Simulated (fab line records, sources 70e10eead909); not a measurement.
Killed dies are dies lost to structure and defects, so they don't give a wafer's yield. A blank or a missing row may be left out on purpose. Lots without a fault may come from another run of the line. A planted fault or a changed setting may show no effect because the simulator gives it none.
Chamber matching | flow nand_harc | NHARC_A_CHANNEL_FILL_D1_ALD_14 on ald_hk-02: 4 sister chambers
The step deposits SiO2, target thk 2.5 nm, pulse time 10 s, ald cycles 25. 14 wafers are shown with their chamber, then 7 later ones without.

WAFERS WITH THEIR CHAMBER
wafer  | chamber | heater_power_w (W) | precursor_pulse_height_rel
L802.3 | 3       | 521                | 1.021
L802.5 | 2       | 516                | 1.002
L802.6 | 1       | 457                | 0.990
L803.2 | 0       | 472                | 1.012
L803.3 | 3       | 517                | 0.987
L803.4 | 1       | 475                | 1.021
L804.3 | 2       | 496                | 0.992
L804.4 | 0       | 486                | 1.003
L804.5 | 0       | 478                | 0.980
L808.1 | 0       | 490                | 1.010
L808.4 | 3       | 520                | 0.999
L808.6 | 0       | 481                | 0.961
L809.2 | 1       | 476                | 0.987
L809.5 | 2       | 484                | 1.004

SIGNATURES (means of the wafers above)
reading                    | chamber 0 | chamber 1 | chamber 2 | chamber 3 | scatter within a chamber
heater_power_w             | 481.40    | 469.33    | 498.67    | 519.33    | 9.77
precursor_pulse_height_rel | 0.99320   | 0.99933   | 0.99933   | 1.00233   | 0.0182
Rule: a wafer's distance from a chamber is the root of the sum, over the readings, of the square of ((its reading less the chamber's mean) divided by the reading's scatter). The wafer belongs to the nearest chamber; if the next one is less than 2 further off, it can't be placed. The scatter: the root of (the sum of the squares of (reading less its chamber's mean) over the shown wafers, divided by (wafers less chambers)).

WAFERS WITHOUT THEIR CHAMBER
wafer  | heater_power_w (W) | precursor_pulse_height_rel
L809.6 | 464                | 1.016
L818.2 | 469                | 0.995
L818.3 | 505                | 1.031
L818.5 | 457                | 0.983
L824.3 | 514                | 1.012
L824.5 | 459                | 0.993
L824.6 | 503                | 1.026

WHICH CHAMBER EACH WENT THROUGH
wafer  | from the rows above          | in truth
L809.6 | can't be placed: 1 or 0      | 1
L818.2 | can't be placed: 1 or 0      | 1
L818.3 | can't be placed: 2 or 3 or 0 | 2
L818.5 | can't be placed: 1 or 0      | 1
L824.3 | can't be placed: 3 or 2      | 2
L824.5 | can't be placed: 1 or 0      | 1
L824.6 | can't be placed: 2 or 3 or 0 | 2
Placed correctly: 0 of 7. Can't be placed from these rows: 7 (the true chamber is among the candidates in 7). Placed wrongly: 0.
